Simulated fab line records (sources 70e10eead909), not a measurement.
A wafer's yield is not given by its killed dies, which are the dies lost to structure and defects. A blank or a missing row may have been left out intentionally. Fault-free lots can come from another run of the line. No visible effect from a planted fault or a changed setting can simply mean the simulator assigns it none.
fab line records / flow nand-harc / part 2 of 2: steps 32 to 42 of 42
record lots=5 wafers=15 last-day=33
route steps=1302 shown P_STI@102 P_GATE@110
lots that met no fault: from a run of the same line without faults
start-h: hours from the record's opening day to when the first of the lot's shown wafers began / wait-h: hours elapsed since this lot's preceding step / " repeats the value in the row above / L1.1+2: several wafers, shown together as one row / - either no value or no given start / * or withheld: withheld / < > ~ a bound
route shown NAME@n: NAME is a module with steps in the file, n the number in the route of the first one / usual: mean/standard deviation of fault-free wafers / same: alike in all rows / chamber/n: place in a boat / sites: readings site by site / _std_site: how widely they spread, as a standard deviation / _edge_site: mean of outer sites minus mean of inner sites / radius-mm: how far each site lies from the wafer's centre / mask NAME#n: copy n / behind: the tool/chamber that last shaped the wafer / hold: why the lot was held/for how many hours/how that ended / device: whichever transistor did not switch (one of n, p or np) / end of line: at the end of the route, the tests of the same wafers / for a step that has no rows: nothing shown but its recipe / killed: dies that structure and defects cost at the first sort, which is not the same as the wafer's yield / map: dies across one wafer; x = killed, . = not, _ = none there
set.NAME: the setting that was run; set.NAME@STEP: the one run at that earlier step / model.NAME: the simulator's own value behind a step, which no gauge read
lots at selected steps of the route; one table per step, one row per wafer
services: from which hour (start-h, from the record's first day; less than 0 if before it) a tool's chamber was out of use, for how many hours, and why
## steps
# step NHARC_P_GATE_DEHYDRATE_18
# recipe temp-c=150 time-s=120
# usual exhaust-pa=44.8/0.76 heater-power-total-W=182.5/1.3
lot.wafer=L074.2 tool=litho-track-06 chamber=0 start-h=101.01 wait-h=0.2 exhaust-pa=44.9 heater-power-total-W=184.1
lot.wafer=L074.3 tool=litho-track-06 chamber=0 start-h=101.01 wait-h=0.2 exhaust-pa=45.1 heater-power-total-W=181.0
lot.wafer=L074.4 tool=litho-track-06 chamber=0 start-h=101.01 wait-h=0.2 exhaust-pa=46.2 heater-power-total-W=184.3
lot.wafer=L076.2 tool=litho-track-01 chamber=0 start-h=114.27 wait-h=0.2 exhaust-pa=42.6 heater-power-total-W=184.2
lot.wafer=L076.4 tool=litho-track-01 chamber=0 start-h=114.27 wait-h=0.2 exhaust-pa=43.9 heater-power-total-W=181.0
lot.wafer=L076.6 tool=litho-track-01 chamber=0 start-h=114.27 wait-h=0.2 exhaust-pa=44.1 heater-power-total-W=182.3
lot.wafer=L081.1 tool=litho-track-01 chamber=0 start-h=166.60 wait-h=0.3 exhaust-pa=45.0 heater-power-total-W=183.8
lot.wafer=L081.2 tool=litho-track-01 chamber=0 start-h=166.60 wait-h=0.3 exhaust-pa=44.3 heater-power-total-W=181.1
lot.wafer=L081.5 tool=litho-track-01 chamber=0 start-h=166.60 wait-h=0.3 exhaust-pa=45.1 heater-power-total-W=180.3
lot.wafer=L086.4 tool=litho-track-01 chamber=0 start-h=214.18 wait-h=0.1 exhaust-pa=44.1 heater-power-total-W=181.2
lot.wafer=L086.5 tool=litho-track-01 chamber=0 start-h=214.18 wait-h=0.1 exhaust-pa=44.2 heater-power-total-W=184.0
lot.wafer=L086.6 tool=litho-track-01 chamber=0 start-h=214.18 wait-h=0.1 exhaust-pa=44.9 heater-power-total-W=181.9
lot.wafer=L096.1 tool=litho-track-01 chamber=0 start-h=318.08 wait-h=0.2 exhaust-pa=45.8 heater-power-total-W=183.5
lot.wafer=L096.2 tool=litho-track-01 chamber=0 start-h=318.08 wait-h=0.2 exhaust-pa=44.9 heater-power-total-W=180.5
lot.wafer=L096.5 tool=litho-track-01 chamber=0 start-h=318.08 wait-h=0.2 exhaust-pa=44.7 heater-power-total-W=183.5
# step NHARC_P_GATE_HMDS_19
# recipe time-s=30
# usual exhaust-pa=44.9/0.96
lot.wafer=L074.2 tool=litho-track-06 chamber=0 start-h=- wait-h=- exhaust-pa=45.4
lot.wafer=L074.3 tool=litho-track-06 chamber=0 start-h=- wait-h=- exhaust-pa=43.7
lot.wafer=L074.4 tool=litho-track-06 chamber=0 start-h=- wait-h=- exhaust-pa=45.9
lot.wafer=L076.2 tool=litho-track-01 chamber=0 start-h=- wait-h=- exhaust-pa=43.4
lot.wafer=L076.4 tool=litho-track-01 chamber=0 start-h=- wait-h=- exhaust-pa=42.6
lot.wafer=L076.6 tool=litho-track-01 chamber=0 start-h=- wait-h=- exhaust-pa=43.1
lot.wafer=L081.1 tool=litho-track-01 chamber=0 start-h=- wait-h=- exhaust-pa=44.6
lot.wafer=L081.2 tool=litho-track-01 chamber=0 start-h=- wait-h=- exhaust-pa=44.6
lot.wafer=L081.5 tool=litho-track-01 chamber=0 start-h=- wait-h=- exhaust-pa=43.7
lot.wafer=L086.4 tool=litho-track-01 chamber=0 start-h=- wait-h=- exhaust-pa=43.8
lot.wafer=L086.5 tool=litho-track-01 chamber=0 start-h=- wait-h=- exhaust-pa=44.3
lot.wafer=L086.6 tool=litho-track-01 chamber=0 start-h=- wait-h=- exhaust-pa=44.5
lot.wafer=L096.1 tool=litho-track-01 chamber=0 start-h=- wait-h=- exhaust-pa=45.7
lot.wafer=L096.2 tool=litho-track-01 chamber=0 start-h=- wait-h=- exhaust-pa=45.3
lot.wafer=L096.5 tool=litho-track-01 chamber=0 start-h=- wait-h=- exhaust-pa=46.4
# step NHARC_P_GATE_COAT_20
# recipe spin-rpm=1500 resist-thk-nm=90
# usual exhaust-pa=45.1/0.87 spin-speed-rpm=1499.8/0.99
lot.wafer=L074.2 tool=litho-track-06 chamber=0 start-h=- wait-h=- exhaust-pa=44.2 spin-speed-rpm=1499.7
lot.wafer=L074.3 tool=litho-track-06 chamber=0 start-h=- wait-h=- exhaust-pa=43.7 spin-speed-rpm=1499.4
lot.wafer=L074.4 tool=litho-track-06 chamber=0 start-h=- wait-h=- exhaust-pa=42.8 spin-speed-rpm=1500.8
lot.wafer=L076.2 tool=litho-track-01 chamber=0 start-h=- wait-h=- exhaust-pa=44.7 spin-speed-rpm=1499.6
lot.wafer=L076.4 tool=litho-track-01 chamber=0 start-h=- wait-h=- exhaust-pa=46.1 spin-speed-rpm=1500.2
lot.wafer=L076.6 tool=litho-track-01 chamber=0 start-h=- wait-h=- exhaust-pa=45.0 spin-speed-rpm=1500.3
lot.wafer=L081.1 tool=litho-track-01 chamber=0 start-h=- wait-h=- exhaust-pa=44.0 spin-speed-rpm=1498.2
lot.wafer=L081.2 tool=litho-track-01 chamber=0 start-h=- wait-h=- exhaust-pa=45.0 spin-speed-rpm=1497.8
lot.wafer=L081.5 tool=litho-track-01 chamber=0 start-h=- wait-h=- exhaust-pa=44.4 spin-speed-rpm=1498.4
lot.wafer=L086.4 tool=litho-track-01 chamber=0 start-h=- wait-h=- exhaust-pa=45.0 spin-speed-rpm=1500.2
lot.wafer=L086.5 tool=litho-track-01 chamber=0 start-h=- wait-h=- exhaust-pa=46.1 spin-speed-rpm=1500.1
lot.wafer=L086.6 tool=litho-track-01 chamber=0 start-h=- wait-h=- exhaust-pa=44.2 spin-speed-rpm=1501.2
lot.wafer=L096.1 tool=litho-track-01 chamber=0 start-h=- wait-h=- exhaust-pa=45.7 spin-speed-rpm=1500.9
lot.wafer=L096.2 tool=litho-track-01 chamber=0 start-h=- wait-h=- exhaust-pa=43.3 spin-speed-rpm=1500.2
lot.wafer=L096.5 tool=litho-track-01 chamber=0 start-h=- wait-h=- exhaust-pa=44.7 spin-speed-rpm=1499.9
# step NHARC_P_GATE_SOFTBAKE_21
# recipe temp-c=105 time-s=55
# usual exhaust-pa=45.1/0.83 heater-power-total-W=188.44/0.13
lot.wafer=L074.2 tool=litho-track-06 chamber=0 start-h=- wait-h=- exhaust-pa=45.0 heater-power-total-W=188.29
lot.wafer=L074.3 tool=litho-track-06 chamber=0 start-h=- wait-h=- exhaust-pa=45.2 heater-power-total-W=188.68
lot.wafer=L074.4 tool=litho-track-06 chamber=0 start-h=- wait-h=- exhaust-pa=45.6 heater-power-total-W=188.28
lot.wafer=L076.2 tool=litho-track-01 chamber=0 start-h=- wait-h=- exhaust-pa=45.1 heater-power-total-W=188.35
lot.wafer=L076.4 tool=litho-track-01 chamber=0 start-h=- wait-h=- exhaust-pa=44.3 heater-power-total-W=188.33
lot.wafer=L076.6 tool=litho-track-01 chamber=0 start-h=- wait-h=- exhaust-pa=44.9 heater-power-total-W=188.50
lot.wafer=L081.1 tool=litho-track-01 chamber=0 start-h=- wait-h=- exhaust-pa=44.9 heater-power-total-W=188.32
lot.wafer=L081.2 tool=litho-track-01 chamber=0 start-h=- wait-h=- exhaust-pa=45.2 heater-power-total-W=188.42
lot.wafer=L081.5 tool=litho-track-01 chamber=0 start-h=- wait-h=- exhaust-pa=45.2 heater-power-total-W=188.35
lot.wafer=L086.4 tool=litho-track-01 chamber=0 start-h=- wait-h=- exhaust-pa=44.0 heater-power-total-W=188.41
lot.wafer=L086.5 tool=litho-track-01 chamber=0 start-h=- wait-h=- exhaust-pa=44.3 heater-power-total-W=188.40
lot.wafer=L086.6 tool=litho-track-01 chamber=0 start-h=- wait-h=- exhaust-pa=45.7 heater-power-total-W=188.31
lot.wafer=L096.1 tool=litho-track-01 chamber=0 start-h=- wait-h=- exhaust-pa=44.2 heater-power-total-W=188.38
lot.wafer=L096.2 tool=litho-track-01 chamber=0 start-h=- wait-h=- exhaust-pa=46.2 heater-power-total-W=188.76
lot.wafer=L096.5 tool=litho-track-01 chamber=0 start-h=- wait-h=- exhaust-pa=46.6 heater-power-total-W=188.46
# step NHARC_P_GATE_EBR_22
# usual exhaust-pa=45.2/0.93
lot.wafer=L074.2 tool=litho-track-06 chamber=0 start-h=- wait-h=- exhaust-pa=47.2
lot.wafer=L074.3 tool=litho-track-06 chamber=0 start-h=- wait-h=- exhaust-pa=45.5
lot.wafer=L074.4 tool=litho-track-06 chamber=0 start-h=- wait-h=- exhaust-pa=45.1
lot.wafer=L076.2 tool=litho-track-01 chamber=0 start-h=- wait-h=- exhaust-pa=47.0
lot.wafer=L076.4 tool=litho-track-01 chamber=0 start-h=- wait-h=- exhaust-pa=45.7
lot.wafer=L076.6 tool=litho-track-01 chamber=0 start-h=- wait-h=- exhaust-pa=44.8
lot.wafer=L081.1 tool=litho-track-01 chamber=0 start-h=- wait-h=- exhaust-pa=46.1
lot.wafer=L081.2 tool=litho-track-01 chamber=0 start-h=- wait-h=- exhaust-pa=44.5
lot.wafer=L081.5 tool=litho-track-01 chamber=0 start-h=- wait-h=- exhaust-pa=44.5
lot.wafer=L086.4 tool=litho-track-01 chamber=0 start-h=- wait-h=- exhaust-pa=44.9
lot.wafer=L086.5 tool=litho-track-01 chamber=0 start-h=- wait-h=- exhaust-pa=44.5
lot.wafer=L086.6 tool=litho-track-01 chamber=0 start-h=- wait-h=- exhaust-pa=43.9
lot.wafer=L096.1 tool=litho-track-01 chamber=0 start-h=- wait-h=- exhaust-pa=44.1
lot.wafer=L096.2 tool=litho-track-01 chamber=0 start-h=- wait-h=- exhaust-pa=45.2
lot.wafer=L096.5 tool=litho-track-01 chamber=0 start-h=- wait-h=- exhaust-pa=45.9
# step NHARC_P_GATE_EXPOSE_23
# recipe na=1.35 target-cd-nm=120 dose-mj=93.91 mask-id=P_GATE
lot.wafer=L074.2+3+4 tool=arfi-scanner-01 chamber=0 start-h=101.16 wait-h=- mask=P_GATE#0
lot.wafer=L076.2+4+6 tool=arfi-scanner-03 chamber=0 start-h=114.55 wait-h=- mask=P_GATE#0
lot.wafer=L081.1+2+5 tool=arfi-scanner-02 chamber=0 start-h=166.87 wait-h=- mask=P_GATE#0
lot.wafer=L086.4+5+6 tool=arfi-scanner-02 chamber=0 start-h=214.46 wait-h=- mask=P_GATE#0
lot.wafer=L096.1+2+5 tool=arfi-scanner-03 chamber=0 start-h=318.34 wait-h=- mask=P_GATE#0
# step NHARC_P_GATE_PEB_24
# recipe peb-temp-c=100 peb-time-s=65
# usual exhaust-pa=44.9/0.83 heater-power-total-W=156.7/0.4
lot.wafer=L074.2 tool=litho-track-04 chamber=0 start-h=101.21 wait-h=0.1 exhaust-pa=44.4 heater-power-total-W=156.9
lot.wafer=L074.3 tool=litho-track-04 chamber=0 start-h=101.21 wait-h=0.1 exhaust-pa=45.4 heater-power-total-W=156.8
lot.wafer=L074.4 tool=litho-track-04 chamber=0 start-h=101.21 wait-h=0.1 exhaust-pa=45.1 heater-power-total-W=157.0
lot.wafer=L076.2 tool=litho-track-04 chamber=0 start-h=114.60 wait-h=0.1 exhaust-pa=44.2 heater-power-total-W=156.4
lot.wafer=L076.4 tool=litho-track-04 chamber=0 start-h=114.60 wait-h=0.1 exhaust-pa=44.6 heater-power-total-W=156.8
lot.wafer=L076.6 tool=litho-track-04 chamber=0 start-h=114.60 wait-h=0.1 exhaust-pa=43.7 heater-power-total-W=157.0
lot.wafer=L081.1 tool=litho-track-06 chamber=0 start-h=166.93 wait-h=0.1 exhaust-pa=45.1 heater-power-total-W=156.8
lot.wafer=L081.2 tool=litho-track-06 chamber=0 start-h=166.93 wait-h=0.1 exhaust-pa=44.8 heater-power-total-W=157.2
lot.wafer=L081.5 tool=litho-track-06 chamber=0 start-h=166.93 wait-h=0.1 exhaust-pa=44.5 heater-power-total-W=156.6
lot.wafer=L086.4 tool=litho-track-04 chamber=0 start-h=214.51 wait-h=0.0 exhaust-pa=46.9 heater-power-total-W=156.8
lot.wafer=L086.5 tool=litho-track-04 chamber=0 start-h=214.51 wait-h=0.0 exhaust-pa=46.5 heater-power-total-W=156.8
lot.wafer=L086.6 tool=litho-track-04 chamber=0 start-h=214.51 wait-h=0.0 exhaust-pa=44.3 heater-power-total-W=156.2
lot.wafer=L096.1 tool=litho-track-04 chamber=0 start-h=318.40 wait-h=0.1 exhaust-pa=45.5 heater-power-total-W=156.8
lot.wafer=L096.2 tool=litho-track-04 chamber=0 start-h=318.40 wait-h=0.1 exhaust-pa=45.0 heater-power-total-W=157.0
lot.wafer=L096.5 tool=litho-track-04 chamber=0 start-h=318.40 wait-h=0.1 exhaust-pa=44.5 heater-power-total-W=156.9
# step NHARC_P_GATE_DEVELOP_25
# recipe develop-time-s=35 dev-temp-c=23
# usual exhaust-pa=44.9/0.99
lot.wafer=L074.2 tool=litho-track-04 chamber=0 start-h=- wait-h=- exhaust-pa=45.8
lot.wafer=L074.3 tool=litho-track-04 chamber=0 start-h=- wait-h=- exhaust-pa=45.4
lot.wafer=L074.4 tool=litho-track-04 chamber=0 start-h=- wait-h=- exhaust-pa=44.9
lot.wafer=L076.2 tool=litho-track-04 chamber=0 start-h=- wait-h=- exhaust-pa=45.7
lot.wafer=L076.4 tool=litho-track-04 chamber=0 start-h=- wait-h=- exhaust-pa=47.3
lot.wafer=L076.6 tool=litho-track-04 chamber=0 start-h=- wait-h=- exhaust-pa=46.4
lot.wafer=L081.1 tool=litho-track-06 chamber=0 start-h=- wait-h=- exhaust-pa=47.1
lot.wafer=L081.2 tool=litho-track-06 chamber=0 start-h=- wait-h=- exhaust-pa=46.0
lot.wafer=L081.5 tool=litho-track-06 chamber=0 start-h=- wait-h=- exhaust-pa=46.3
lot.wafer=L086.4 tool=litho-track-04 chamber=0 start-h=- wait-h=- exhaust-pa=45.6
lot.wafer=L086.5 tool=litho-track-04 chamber=0 start-h=- wait-h=- exhaust-pa=43.2
lot.wafer=L086.6 tool=litho-track-04 chamber=0 start-h=- wait-h=- exhaust-pa=44.3
lot.wafer=L096.1 tool=litho-track-04 chamber=0 start-h=- wait-h=- exhaust-pa=44.4
lot.wafer=L096.2 tool=litho-track-04 chamber=0 start-h=- wait-h=- exhaust-pa=43.7
lot.wafer=L096.5 tool=litho-track-04 chamber=0 start-h=- wait-h=- exhaust-pa=44.5
# step NHARC_P_GATE_CD_MEAS_26
# recipe target-cd-nm=120 landing-energy-ev=500
# usual cd-nm=120.1/0.88
lot.wafer=L074.2 tool=cd-sem-03 chamber=0 start-h=101.29 wait-h=- cd-nm=120.2
lot.wafer=L074.3 tool=cd-sem-03 chamber=0 start-h=101.29 wait-h=- cd-nm=119.9
lot.wafer=L074.4 tool=cd-sem-03 chamber=0 start-h=101.29 wait-h=- cd-nm=120.1
lot.wafer=L076.2 tool=cd-sem-01 chamber=0 start-h=114.68 wait-h=- cd-nm=119.8
lot.wafer=L076.4 tool=cd-sem-01 chamber=0 start-h=114.68 wait-h=- cd-nm=118.9
lot.wafer=L076.6 tool=cd-sem-01 chamber=0 start-h=114.68 wait-h=- cd-nm=119.2
lot.wafer=L081.1 tool=cd-sem-01 chamber=0 start-h=167.01 wait-h=- cd-nm=121.2
lot.wafer=L081.2 tool=cd-sem-01 chamber=0 start-h=167.01 wait-h=- cd-nm=120.7
lot.wafer=L081.5 tool=cd-sem-01 chamber=0 start-h=167.01 wait-h=- cd-nm=119.9
lot.wafer=L086.4 tool=cd-sem-03 chamber=0 start-h=214.60 wait-h=- cd-nm=119.2
lot.wafer=L086.5 tool=cd-sem-03 chamber=0 start-h=214.60 wait-h=- cd-nm=119.6
lot.wafer=L086.6 tool=cd-sem-03 chamber=0 start-h=214.60 wait-h=- cd-nm=119.3
lot.wafer=L096.1 tool=cd-sem-03 chamber=0 start-h=318.48 wait-h=- cd-nm=120.3
lot.wafer=L096.2 tool=cd-sem-03 chamber=0 start-h=318.48 wait-h=- cd-nm=119.4
lot.wafer=L096.5 tool=cd-sem-03 chamber=0 start-h=318.48 wait-h=- cd-nm=119.2
# step NHARC_P_GATE_OVL_MEAS_27
# usual overlay-x-nm=-0.2/0.83 overlay-y-nm=-0.2/0.82
lot.wafer=L074.2 tool=overlay-02 chamber=- start-h=101.38 wait-h=- overlay-x-nm=-0.8 overlay-y-nm=0.5
lot.wafer=L074.3 tool=overlay-02 chamber=- start-h=101.38 wait-h=- overlay-x-nm=-0.8 overlay-y-nm=-0.2
lot.wafer=L074.4 tool=overlay-02 chamber=- start-h=101.38 wait-h=- overlay-x-nm=-1.1 overlay-y-nm=0.0
lot.wafer=L076.2 tool=overlay-01 chamber=- start-h=114.77 wait-h=- overlay-x-nm=-0.6 overlay-y-nm=-1.6
lot.wafer=L076.4 tool=overlay-01 chamber=- start-h=114.77 wait-h=- overlay-x-nm=-0.5 overlay-y-nm=-0.9
lot.wafer=L076.6 tool=overlay-01 chamber=- start-h=114.77 wait-h=- overlay-x-nm=-0.5 overlay-y-nm=-0.8
lot.wafer=L081.1 tool=overlay-02 chamber=- start-h=167.10 wait-h=- overlay-x-nm=-0.1 overlay-y-nm=0.3
lot.wafer=L081.2 tool=overlay-02 chamber=- start-h=167.10 wait-h=- overlay-x-nm=-0.5 overlay-y-nm=-0.4
lot.wafer=L081.5 tool=overlay-02 chamber=- start-h=167.10 wait-h=- overlay-x-nm=-0.1 overlay-y-nm=0.1
lot.wafer=L086.4 tool=overlay-01 chamber=- start-h=214.68 wait-h=- overlay-x-nm=0.1 overlay-y-nm=1.9
lot.wafer=L086.5 tool=overlay-01 chamber=- start-h=214.68 wait-h=- overlay-x-nm=0.2 overlay-y-nm=1.5
lot.wafer=L086.6 tool=overlay-01 chamber=- start-h=214.68 wait-h=- overlay-x-nm=0.7 overlay-y-nm=1.8
lot.wafer=L096.1 tool=overlay-01 chamber=- start-h=318.57 wait-h=- overlay-x-nm=0.4 overlay-y-nm=-0.3
lot.wafer=L096.2 tool=overlay-01 chamber=- start-h=318.57 wait-h=- overlay-x-nm=0.8 overlay-y-nm=-0.1
lot.wafer=L096.5 tool=overlay-01 chamber=- start-h=318.57 wait-h=- overlay-x-nm=0.9 overlay-y-nm=-0.1
# step NHARC_P_GATE_INSPECT_28
# usual raw-defect-count=6.9/2.9
lot.wafer=L074.2 tool=defect-inspect-02 chamber=- start-h=101.42 wait-h=0.0 raw-defect-count=5
lot.wafer=L074.3 tool=defect-inspect-02 chamber=- start-h=101.42 wait-h=0.0 raw-defect-count=4
lot.wafer=L074.4 tool=defect-inspect-02 chamber=- start-h=101.42 wait-h=0.0 raw-defect-count=5
lot.wafer=L076.2 tool=defect-inspect-01 chamber=- start-h=114.81 wait-h=0.0 raw-defect-count=10
lot.wafer=L076.4 tool=defect-inspect-01 chamber=- start-h=114.81 wait-h=0.0 raw-defect-count=11
lot.wafer=L076.6 tool=defect-inspect-01 chamber=- start-h=114.81 wait-h=0.0 raw-defect-count=10
lot.wafer=L081.1 tool=defect-inspect-02 chamber=- start-h=167.14 wait-h=0.0 raw-defect-count=7
lot.wafer=L081.2 tool=defect-inspect-02 chamber=- start-h=167.14 wait-h=0.0 raw-defect-count=10
lot.wafer=L081.5 tool=defect-inspect-02 chamber=- start-h=167.14 wait-h=0.0 raw-defect-count=12
lot.wafer=L086.4 tool=defect-inspect-01 chamber=- start-h=214.72 wait-h=0.0 raw-defect-count=4
lot.wafer=L086.5 tool=defect-inspect-01 chamber=- start-h=214.72 wait-h=0.0 raw-defect-count=8
lot.wafer=L086.6 tool=defect-inspect-01 chamber=- start-h=214.72 wait-h=0.0 raw-defect-count=6
lot.wafer=L096.1 tool=defect-inspect-02 chamber=- start-h=318.61 wait-h=0.0 raw-defect-count=7
lot.wafer=L096.2 tool=defect-inspect-02 chamber=- start-h=318.61 wait-h=0.0 raw-defect-count=3
lot.wafer=L096.5 tool=defect-inspect-02 chamber=- start-h=318.61 wait-h=0.0 raw-defect-count=7
## services
tool=wet-bench-04 chamber=- start-h=51.20 hours=8.0 kind=pm
tool=litho-track-02 chamber=- start-h=52.00 hours=7.0 kind=pm
tool=wet-bench-04 chamber=- start-h=68.06 hours=0.5 kind=repair
tool=wet-bench-05 chamber=- start-h=84.85 hours=8.0 kind=pm
tool=rie-diel-08 chamber=2 start-h=98.81 hours=8.6 kind=repair
tool=litho-track-03 chamber=- start-h=100.00 hours=7.0 kind=pm
tool=wet-bench-01 chamber=- start-h=101.60 hours=8.0 kind=pm
tool=furnace-05 chamber=- start-h=116.00 hours=26.0 kind=pm
tool=litho-track-05 chamber=- start-h=124.00 hours=7.0 kind=pm
tool=rie-diel-08 chamber=0 start-h=131.82 hours=3.2 kind=repair
tool=litho-track-01 chamber=- start-h=155.00 hours=7.0 kind=pm
tool=wet-bench-09 chamber=- start-h=176.83 hours=8.0 kind=pm
tool=litho-track-06 chamber=- start-h=179.00 hours=7.0 kind=pm
tool=furnace-05 chamber=- start-h=188.49 hours=5.1 kind=repair
tool=rie-diel-08 chamber=- start-h=190.80 hours=9.0 kind=pm
tool=litho-track-04 chamber=- start-h=203.00 hours=7.0 kind=pm
tool=wet-bench-03 chamber=- start-h=210.40 hours=8.0 kind=pm
tool=litho-track-02 chamber=- start-h=227.00 hours=7.0 kind=pm
tool=wet-bench-04 chamber=- start-h=227.20 hours=8.0 kind=pm
tool=wet-bench-09 chamber=- start-h=246.26 hours=1.6 kind=repair
tool=wet-bench-05 chamber=- start-h=260.85 hours=8.0 kind=pm
tool=litho-track-03 chamber=- start-h=275.00 hours=7.0 kind=pm
tool=wet-bench-01 chamber=- start-h=277.60 hours=8.0 kind=pm
tool=litho-track-05 chamber=- start-h=299.00 hours=7.0 kind=pm
